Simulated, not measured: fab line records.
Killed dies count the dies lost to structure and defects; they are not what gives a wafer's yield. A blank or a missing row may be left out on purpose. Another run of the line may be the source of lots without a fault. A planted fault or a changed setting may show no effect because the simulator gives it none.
Matching of chambers -- flow n5Finfet -- rieDiel-02 running N5_BEOL_M12_ETCH_59: 4 sister chambers
The step etches BARC in N2/H2, target depth 89 nm, overetch 26.7 nm, time 67.9 s. 4 wafers are shown with their chamber, then 7 later ones without.

## EACH WAFER AND ITS CHAMBER
wafer,chamber,showerheadPlenumPTorr (Torr)
L085.2,0,2.45
L085.5,3,2.59
L088.1,2,2.41
L088.3,1,2.68

## WAFERS WITH NO CHAMBER GIVEN
wafer,showerheadPlenumPTorr (Torr)
L088.5,2.41
L091.2,2.44
L091.3,2.44
L091.5,2.67
L092.1,2.58
L092.4,2.44
L092.5,2.58

## EACH ONE'S CHAMBER
wafer,from the rows above,in truth
L088.5,2,2
L091.2,0,0
L091.3,0,0
L091.5,1,1
L092.1,3,3
L092.4,0,0
L092.5,3,3
7 of 7 placed correctly. From these rows, 0 cannot be placed. Wrongly placed: 0.
How it was worked out, from the rows above alone: a wafer's distance from a chamber is the root of the sum, over the readings, of the square of ((its reading less the chamber's mean) divided by the reading's scatter). The wafer belongs to the nearest chamber; if the next one is less than 2 further off, it can't be placed. The mean given for a chamber averages the wafers shown for that chamber. The scatter: root of mean squared gap, hidden wafer to nearest shown wafer, with one shown wafer a chamber.
